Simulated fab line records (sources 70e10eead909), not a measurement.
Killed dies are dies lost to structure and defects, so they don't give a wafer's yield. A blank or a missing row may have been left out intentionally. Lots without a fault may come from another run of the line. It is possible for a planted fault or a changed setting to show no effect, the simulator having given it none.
fab line records	flow nand_harc
[record] lots = 7	wafers = 21	last_day = 34
route steps=1302 shown A_STAIRCASE@838 END@1302
lots that met no fault: from a run of the same line without faults
start_h: hours from the record's first day to the start of the lot's first wafer shown	wait_h: hours elapsed since this lot's preceding step	" the same as in the row above	L1.1+2: one row covering several wafers at once	- no value present, or no start provided	* or withheld: withheld	< > ~ a bound
route shown NAME@n: NAME is a module with steps in the file, n the number in the route of the first one	usual: mean/standard deviation of fault-free wafers	same: alike in all rows	chamber/n: place in a boat	sites: each site's reading	_std_site: the values' standard deviation	_edge_site: outer sites' mean less inner sites'	radius_mm: for every site, how far away it sits from the centre of the wafer	mask NAME#n: copy n	behind: the last tool/chamber to shape the wafer	hold: the reason the lot was held/the length of the hold in hours/how it ended	device: whichever transistor did not switch (one of n, p or np)	end of line: the tests these same wafers got at the end of their route	for a step that has no rows: nothing shown but its recipe	killed: at the first sort, the dies lost to defects and structure; wafer yield is something else	map: shows each die of a wafer: x if killed, . if not, _ if none is there
set.NAME: the setting that was run; set.NAME@STEP: the one run at that earlier step	model.NAME: the simulator's own value behind a step, which no gauge read
lots at selected steps of the route; one table per step, one row per wafer
services: a tool's chamber out of use, with start hour (start_h, from the record's first day; less than 0 if before it), hours out, and reason
[[steps]]
[step NHARC_A_STAIRCASE_PRECLEAN_318]
[recipe] time_s = *	temp_c = 50	bath_age_min = 0	chemistry = SC1
[step NHARC_A_STAIRCASE_SRD_329]
[step NHARC_A_STAIRCASE_ALD_415]
[recipe] target_thk_a = 300	pulse_time_s = 6	ald_cycles = 300	temp_c = 300	material = SiO2
[usual] heater_power_w = 464/48	precursor_pulse_height_rel = 0.998/0.02
[same] ald_cycles = 300
lot.wafer	tool	chamber	start_h	wait_h	heater_power_w	precursor_pulse_height_rel	since_wet_clean_h
L412.3	ald_hk-02	2	399.39	0.7	532	1.018	39
L412.5	"	3	"	"	387	0.943	-
L412.6	"	0	"	"	496	1.018	-
L417.2	ald_hk-02	1	457.08	0.2	521	1.022	96
L417.3	"	3	"	"	388	1.014	97
L417.1	"	0	"	"	506	0.980	97
L419.4	ald_hk-03	1	466.95	0.3	413	0.977	67
L419.1	"	2	"	"	452	1.001	67
L419.6	"	1	"	"	414	0.972	-
L418.1	ald_hk-03	0	468.85	0.1	423	1.025	69
L418.2	"	1	"	"	408	1.044	69
L418.3	"	2	"	"	448	1.023	69
L423.3	ald_hk-03	3	502.57	0.3	544	1.009	103
L423.2	"	0	"	"	424	0.997	103
L423.1	"	1	"	"	417	0.959	103
L432.3	ald_hk-03	2	594.95	0.1	440	0.978	17
L432.1	"	3	"	"	517	0.989	17
L432.5	"	3	"	"	520	1.006	-
L433.4	ald_hk-03	0	629.98	0.3	428	0.975	52
L433.2	"	1	"	"	397	1.010	52
L433.6	"	3	"	"	521	1.013	-
[step NHARC_A_STAIRCASE_ETCHBACK_416]
[recipe] target_depth_a = 360	time_s = 7.2	c4f8_flow_sccm = withheld	o2_flow_sccm = 8	ar_flow_sccm = withheld	rf_w = 600	bias_w = 800	chemistry = C4F8/O2/Ar
[usual] oes_product_au = 0.933/0.025	rf_vpp_V = 724/4.6
lot.wafer	tool	chamber	start_h	wait_h	oes_product_au	rf_hours_counter_h	rf_vpp_V
L412.3	rie_diel-01	1	-	-	0.930	3	725
L412.5	"	1	"	"	0.927	-	724
L412.6	"	2	"	"	0.931	-	723
L417.1	rie_diel-06	3	-	-	0.925	53	729
L417.3	"	1	"	"	0.920	51	727
L417.2	"	2	"	"	0.922	54	732
L419.1	rie_diel-07	3	-	-	0.913	59	721
L419.4	"	3	"	"	0.923	-	720
L419.6	"	1	"	"	1.006	-	728
L418.2	rie_diel-06	0	-	-	0.941	38	727
L418.1	"	1	"	"	0.915	55	730
L418.3	"	2	"	"	0.917	58	731
L423.2	rie_diel-07	0	-	-	0.930	4	717
L423.1	"	2	"	"	0.924	4	720
L423.3	"	3	"	"	0.927	4	721
L432.1	rie_diel-01	3	-	-	0.912	6	717
L432.3	"	1	"	"	0.907	8	723
L432.5	"	0	"	"	0.924	-	719
L433.2	rie_diel-07	3	-	-	0.918	55	720
L433.4	"	0	"	"	0.931	47	720
L433.6	"	0	"	"	0.933	-	718
[step NHARC_A_STAIRCASE_STRIP_476]
[recipe] time_s = 20	o2_flow_sccm = 500	ar_flow_sccm = 0	bias_w = 0	chemistry = O2
[usual] drypump_motor_current_A = 5.6/0.37	mfc_ar_sccm = 0.009/0.0096	oes_product_au = 1.000/0.0099	rf_vpp_V = 57.8/0.86	showerhead_plenum_p_Torr = 3.58/0.16	throttle_valve_pct = 17.036/0.0097
lot.wafer	tool	chamber	start_h	wait_h	drypump_motor_current_A	mfc_ar_sccm	oes_product_au	rf_hours_counter_h	rf_vpp_V	showerhead_plenum_p_Torr	throttle_valve_pct
L412.3	rie_diel-01	1	400.85	0.1	5.7	0.017	1.018	3	57.8	3.58	17.037
L412.5	"	0	"	"	5.3	0.022	1.011	-	57.3	3.42	17.043
L412.6	"	1	"	"	5.6	0.017	1.000	-	57.6	3.58	17.040
L417.2	rie_diel-06	1	459.24	0.1	5.8	0	0.995	51	58.1	3.72	17.038
L417.1	"	3	"	"	5.9	0.016	0.994	53	58.4	3.76	17.040
L417.3	"	0	"	"	6.2	0	1.019	34	57.4	3.66	17.042
L419.1	rie_diel-07	3	468.99	0.2	5.8	0	0.999	59	57.9	3.45	17.035
L419.4	"	3	"	"	5.8	0	1.005	-	57.4	3.45	17.031
L419.6	"	1	"	"	5.3	0.023	1.008	-	56.9	3.75	17.030
L418.3	rie_diel-06	1	471.02	0.1	5.8	0	0.986	55	60.1	3.72	17.030
L418.2	"	3	"	"	5.8	0.016	0.997	57	59.0	3.75	17.042
L418.1	"	0	"	"	6.2	0	1.026	38	56.9	3.66	17.047
L423.3	rie_diel-07	1	504.52	0.1	5.3	0.023	0.997	5	58.6	3.74	17.035
L423.1	"	2	"	"	5.5	0.002	0.994	4	57.6	3.44	17.022
L423.2	"	0	"	"	5.0	0.019	1.012	4	57.7	3.37	17.034
L432.1	rie_diel-01	1	597.27	0.2	5.6	0.017	0.989	8	56.7	3.54	17.038
L432.3	"	2	"	"	6.0	0.016	1.000	8	58.3	3.48	17.030
L432.5	"	0	"	"	5.3	0.022	0.998	-	57.0	3.38	17.029
L433.4	rie_diel-07	0	631.91	0.1	5.0	0.019	1.016	47	57.5	3.34	17.071
L433.2	"	3	"	"	5.9	0	0.999	55	56.9	3.42	17.035
L433.6	"	0	"	"	5.0	0.019	1.015	-	57.2	3.34	17.045
[step NHARC_A_STAIRCASE_DEP_417]
[recipe] target_thk_a = 600	step_coverage_pct = 20	temp_c = 400	target_thk_nm = 60	flow_sccm = 200	rf_w = 450	material = Si3N4
[usual] heater_power_outer_w = 424/55	heater_power_w = 711/80
lot.wafer	tool	chamber	start_h	wait_h	heater_power_outer_w	heater_power_w	since_wet_clean_h
L412.3	pecvd-04	2	401.03	-	420	692	119
L412.6	"	0	"	"	438	699	-
L412.5	"	2	"	"	439	683	-
L417.1	pecvd-03	2	459.33	-	518	797	80
L417.3	"	0	"	"	310	586	80
L417.2	"	1	"	"	440	794	80
L419.1	pecvd-03	1	469.09	0.1	421	735	90
L419.4	"	1	"	"	407	735	-
L419.6	"	0	"	"	324	594	-
L418.2	pecvd-04	1	471.12	-	424	701	8
L418.3	"	2	"	"	458	743	8
L418.1	"	0	"	"	456	745	8
L423.1	pecvd-02	2	504.61	-	471	783	83
L423.2	"	0	"	"	520	897	83
L423.3	"	1	"	"	365	592	83
L432.1	pecvd-04	2	597.40	-	389	637	134
L432.3	"	0	"	"	469	717	134
L432.5	"	2	"	"	379	633	-
L433.2	pecvd-02	0	632.23	-	525	860	30
L433.4	"	2	"	"	494	846	-
L433.6	"	0	"	"	507	885	-
[step NHARC_A_STAIRCASE_WET_418]
[recipe] temp_c = 160	target_depth_a = 200	chemistry = H3PO4
[step NHARC_A_STAIRCASE_PRECLEAN_419]
[recipe] time_s = *	temp_c = 50	bath_age_min = 0	chemistry = SC1
[step NHARC_A_STAIRCASE_SRD_421]
[step NHARC_A_STAIRCASE_ALD_420]
[recipe] target_thk_a = 200	pulse_time_s = 6	ald_cycles = 200	temp_c = 300	material = SiO2
[usual] heater_power_w = 467/44	precursor_pulse_height_rel = 1.000/0.02
[same] ald_cycles = 200
lot.wafer	tool	chamber	start_h	wait_h	heater_power_w	precursor_pulse_height_rel	since_wet_clean_h
L412.3	ald_hk-04	0	403.66	-	459	0.948	139
L412.6	"	0	404.92	-	470	1.018	-
L412.5	"	1	"	"	492	0.999	-
L417.1	ald_hk-03	0	462.04	-	419	0.983	62
L417.2	"	1	"	"	412	1.008	62
L417.3	"	2	"	"	458	1.031	62
L419.4	ald_hk-02	1	471.81	-	520	0.993	111
L419.1	"	3	"	"	390	1.016	111
L419.6	"	2	"	"	531	0.959	-
L418.3	ald_hk-03	2	473.99	-	455	0.972	74
L418.1	"	3	"	"	538	1.000	74
L418.2	"	0	"	"	416	0.988	74
L423.1	ald_hk-04	1	507.32	-	511	0.997	64
L423.3	"	2	"	"	421	0.990	64
L423.2	"	0	"	"	471	0.985	64
L432.1	ald_hk-02	1	600.37	-	487	1.007	61
L432.3	"	2	"	"	534	0.999	62
L432.5	"	0	"	"	500	1.001	-
L433.2	ald_hk-02	3	635.01	-	406	0.987	96
L433.4	"	1	"	"	482	0.994	96
L433.6	"	3	"	"	421	0.997	-
[step NHARC_A_STAIRCASE_CVD_552]
[recipe] target_thk_a = 400	temp_c = 700	pressure_mtorr = 300	material = SiNx
[step NHARC_A_STAIRCASE_DEP_151]
[recipe] target_thk_a = 72000	temp_c = 400	target_thk_nm = 7200	teos_flow_sccm = 200	rf_w = 500	material = SiO2
[usual] heater_power_outer_w = 371/54	heater_power_w = 637/81	mfc_precursor_sccm = 199.9/0.58
lot.wafer	tool	chamber	start_h	wait_h	heater_power_outer_w	heater_power_w	mfc_precursor_sccm	since_wet_clean_h
L412.3	pecvd-03	0	416.56	0.5	377	663	199.7	37
L412.5	"	2	"	"	393	632	199.7	-
L412.6	"	0	"	"	285	538	200.3	-
L417.2	pecvd-04	0	470.19	0.4	-	-	-	-
L417.1	"	1	"	"	-	-	-	-
L417.3	"	2	"	"	-	-	-	-
L418.1	pecvd-02	1	479.90	0.4	-	-	-	-
L418.3	"	2	"	"	-	-	-	-
L418.2	"	0	"	"	-	-	-	-
L419.1	pecvd-04	2	480.00	0.5	-	-	-	-
L419.6	"	1	"	"	-	-	-	-
L419.4	"	0	"	"	-	-	-	-
L423.3	pecvd-03	1	517.51	0.4	357	665	200.2	138
L423.1	"	2	"	"	425	665	199.7	138
L423.2	"	0	"	"	347	621	200.4	138
L432.1	pecvd-02	2	609.24	0.5	400	700	199.5	7
L432.3	"	0	"	"	500	881	200.2	7
L432.5	"	2	"	"	373	643	200.4	-
L433.2	pecvd-02	1	642.89	0.4	340	568	199.5	41
L433.4	"	1	"	"	252	447	199.5	-
L433.6	"	0	"	"	373	700	199.3	-
[step NHARC_A_STAIRCASE_ANNEAL_320]
[recipe] temp_c = 750	time_s = 1800
[step NHARC_END_SORT_01]
[recipe] temp_c = 25
[usual] defect_limited_yield = 91.3/2.2	killed_at_array = 55/15	killed_at_other = 1.0/1.2	killed_at_periphery = 3.4/2.2	killed_dies = 59/15	killed_open = 3.2/2	killed_short = 2.5/1.7
[same] gross_dies = 677
lot.wafer	tool	chamber	start_h	wait_h	defect_limited_yield[%]	killed_at_array	killed_at_other	killed_at_periphery	killed_dies	killed_open	killed_short
L412.3	prober-02	0	574.07	3.1	91.7	53	2	1	56	2	2
L412.5	prober-02	0	575.64	3.6	92.9	44	2	2	48	3	2
L412.6	prober-02	0	576.42	3.9	92.5	45	1	5	51	4	7
L423.1	prober-02	0	688.61	2.5	90.0	66	0	2	68	3	7
L423.2	prober-02	0	689.41	2.8	90.4	59	2	4	65	8	2
L423.3	prober-02	0	690.22	3.1	91.1	57	2	1	60	4	0
L432.1	prober-02	0	772.72	2.5	91.3	55	1	3	59	2	0
L432.3	prober-02	0	774.30	3.1	91.7	54	1	1	56	3	0
L432.5	prober-02	0	775.88	3.7	91.6	54	1	2	57	7	2
L433.2	prober-02	0	808.65	2.8	92.5	41	0	10	51	7	2
L433.4	prober-02	0	810.26	3.4	93.9	37	0	4	41	3	3
L433.6	prober-02	0	811.86	4.0	92.9	44	0	4	48	1	2
// killed by level:class
L412.3 A_SLIT:chamber_film_flake=26 A_CHANNEL_HOLE_D2:chamber_film_flake=9 A_STAIRCASE:chamber_film_flake=4 A_CONTACT:chamber_film_flake=4 A_DECK1_JOINT:chamber_film_flake=2 A_CONTACT:unspecified=2 THIN_TSV:chamber_film_flake=2 A_ONON_D1:geometric_particle:short=1
L412.5 A_SLIT:chamber_film_flake=22 A_CHANNEL_HOLE_D2:chamber_film_flake=7 A_CHANNEL_HOLE_D1:chamber_film_flake=6 A_DECK1_JOINT:chamber_film_flake=2 A_CONTACT:unspecified=2 A_CONTACT:chamber_film_flake=2 P_GATE:geometric_particle:open=1 A_ONON_D2:geometric_particle:open=1
L412.6 A_SLIT:chamber_film_flake=22 A_CHANNEL_HOLE_D2:chamber_film_flake=8 A_STAIRCASE:chamber_film_flake=3 A_CHANNEL_HOLE_D1:chamber_film_flake=2 A_DECK1_JOINT:chamber_film_flake=2 P_STI:geometric_particle:short=1 P_GATE:geometric_particle:short=1 P_GATE:geometric_particle:open=1
L423.1 A_SLIT:chamber_film_flake=25 A_CHANNEL_HOLE_D2:chamber_film_flake=11 A_WL_FILL:chamber_film_flake=6 A_CHANNEL_HOLE_D1:chamber_film_flake=4 A_CONTACT:chamber_film_flake=4 A_ONON_D2:geometric_particle:open=2 A_SGD_CUT:geometric_particle:short=2 P_ZERO_WELL:chamber_film_flake=2
L423.2 A_SLIT:chamber_film_flake=23 A_CHANNEL_HOLE_D2:chamber_film_flake=16 A_STAIRCASE:chamber_film_flake=3 A_SOURCE_PLATE:geometric_particle:open=2 A_CHANNEL_HOLE_D1:chamber_film_flake=2 A_WL_FILL:chamber_film_flake=2 THIN_TSV:chamber_film_flake=2 P_STI:geometric_particle:open=1
L423.3 A_SLIT:chamber_film_flake=24 A_CHANNEL_HOLE_D2:chamber_film_flake=13 A_CHANNEL_HOLE_D1:chamber_film_flake=7 A_M1:chamber_film_flake=4 A_STAIRCASE:chamber_film_flake=2 A_WL_FILL:chamber_film_flake=2 THIN_TSV:chamber_film_flake=2 P_M1:geometric_particle:open=1
L432.1 A_CHANNEL_HOLE_D2:chamber_film_flake=30 A_CONTACT:chamber_film_flake=9 A_SLIT:chamber_film_flake=5 A_CHANNEL_HOLE_D1:chamber_film_flake=3 A_CHANNEL_HOLE_D1:unspecified=2 A_CHANNEL_FILL_D1:chamber_film_flake=2 A_DECK1_JOINT:chamber_film_flake=2 P_GATE:geometric_particle:open=1
L432.3 A_CHANNEL_HOLE_D2:chamber_film_flake=30 A_CONTACT:chamber_film_flake=6 A_SLIT:chamber_film_flake=5 A_CHANNEL_HOLE_D1:chamber_film_flake=3 A_DECK1_JOINT:chamber_film_flake=3 A_ONON_D2:geometric_particle:open=2 A_STAIRCASE:chamber_film_flake=2 P_GATE:geometric_particle:open=1
L432.5 A_CHANNEL_HOLE_D2:chamber_film_flake=23 A_CONTACT:chamber_film_flake=10 A_CHANNEL_HOLE_D1:chamber_film_flake=5 A_CHANNEL_FILL_D1:chamber_film_flake=4 A_ONON_D1:geometric_particle:open=2 A_SLIT:chamber_film_flake=2 A_STAIRCASE:chamber_film_flake=2 P_CONTACT:geometric_particle:open=1
L433.2 A_CHANNEL_HOLE_D1:chamber_film_flake=13 A_SLIT:chamber_film_flake=12 P_CONTACT:chamber_film_flake=6 A_CONTACT:chamber_film_flake=3 A_STAIRCASE:chamber_film_flake=2 A_WL_FILL:chamber_film_flake=2 P_STI:geometric_particle:open=1 P_M2:geometric_particle:open=1
L433.4 A_CHANNEL_HOLE_D1:chamber_film_flake=15 A_SLIT:chamber_film_flake=6 A_CONTACT:chamber_film_flake=4 A_CHANNEL_HOLE_D2:chamber_film_flake=4 P_CONTACT:chamber_film_flake=2 P_CONTACT:geometric_particle:open=1 P_M1:geometric_particle:open=1 A_CHANNEL_HOLE_D1:geometric_particle:short=1
L433.6 A_CHANNEL_HOLE_D1:chamber_film_flake=27 A_SLIT:chamber_film_flake=9 A_CHANNEL_HOLE_D2:chamber_film_flake=3 P_CONTACT:chamber_film_flake=2 P_M0:geometric_particle:open=1 A_ONON_D1:geometric_particle:short=1 A_DECK1_JOINT:geometric_particle:short=1 P_BONDPAD:chamber_film_flake=1
[[services]]
tool	chamber	start_h	hours	kind
rie_diel-01	-	383.18	9.0	pm
ald_hk-03	-	390.44	10.0	pm
rie_diel-01	0	397.08	3.2	repair
pecvd-02	-	402.16	1.7	repair
pecvd-02	-	408.45	13.0	pm
pecvd-03	1	409.13	3.6	repair
rie_diel-07	2	418.06	6.2	repair
pecvd-03	0	430.60	7.0	repair
pecvd-04	0	436.52	10.4	repair
pecvd-04	-	450.00	13.0	pm
rie_diel-07	1	455.72	4.9	repair
rie_diel-07	-	473.83	9.0	pm
pecvd-04	-	484.27	0.7	repair
pecvd-02	0	485.00	10.6	repair
rie_diel-06	-	493.45	9.0	pm
pecvd-04	2	519.92	5.1	repair
rie_diel-07	0	521.78	16.0	repair
ald_hk-02	-	529.26	10.0	pm
pecvd-03	-	547.39	13.0	pm
rie_diel-07	2	548.44	31.2	repair
ald_hk-03	-	568.44	10.0	pm
pecvd-02	-	589.45	13.0	pm
pecvd-04	-	631.00	13.0	pm
ald_hk-02	-	639.99	2.3	repair
[[key]]
[first_sign] step = NHARC_A_STAIRCASE_DEP_151	reading = tool_record	direction = missing
effect none on later readings
met_at NHARC_A_STAIRCASE_DEP_151
struck_wafers L417.1,L417.2,L417.3,L418.1,L418.2,L418.3,L419.1,L419.4,L419.6
scrapped_behind NHARC_A_STAIRCASE_BOW_MEAS_321 L417.1,L417.2,L417.3,L418.1,L418.2,L418.3,L419.1,L419.4,L419.6
[fault] kind = skipped_step_whole	tool = pecvd-02,pecvd-04	chamber = -	onset_h = 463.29	steps = NHARC_A_STAIRCASE_DEP_151	scope = struck_lots_only
